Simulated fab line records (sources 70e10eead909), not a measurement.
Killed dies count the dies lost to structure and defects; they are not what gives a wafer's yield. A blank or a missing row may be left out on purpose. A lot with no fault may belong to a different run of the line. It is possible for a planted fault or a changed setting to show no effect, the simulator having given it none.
Matching of chambers -- flow nand_harc -- NHARC_A_STAIRCASE_ETCHBACK_157 on rie_diel-01: 4 sister chambers
The step etches the open film in CH3F/O2, target depth 90 nm, time 167.14 s. 4 wafers are shown with their chamber, then 8 later ones without.

== WAFERS WITH THEIR CHAMBER ==
wafer,chamber,showerhead_plenum_p_Torr (Torr)
L087.5,0,2.38
L088.4,2,2.41
L088.5,1,2.51
L095.3,3,2.30

== WAFERS WITHOUT THEIR CHAMBER ==
wafer,showerhead_plenum_p_Torr (Torr)
L095.4,2.38
L095.5,2.40
L094.2,2.51
L094.4,2.40
L094.5,2.40
L093.1,2.40
L093.3,2.51
L093.6,2.30

== WHICH CHAMBER EACH WENT THROUGH ==
wafer,from the rows above,in truth
L095.4,0,0
L095.5,can't be placed: 2 or 0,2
L094.2,1,1
L094.4,can't be placed: 2 or 0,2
L094.5,can't be placed: 2 or 0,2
L093.1,can't be placed: 2 or 0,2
L093.3,1,1
L093.6,3,3
Correct placement for 4 of the 8. Unplaceable from these rows: 4, with the true chamber sitting among the candidates in 4. 0 placed wrongly.
How it was worked out, from the rows above alone: a wafer's distance from a chamber is the root of the sum, over the readings, of the square of ((its reading less the chamber's mean) divided by the reading's scatter). The wafer belongs to the nearest chamber; if the next one is less than 2 further off, it can't be placed. For every chamber, the mean is computed from those of its wafers that are shown. The scatter: root of mean squared gap, hidden wafer to nearest shown wafer, with one shown wafer a chamber.
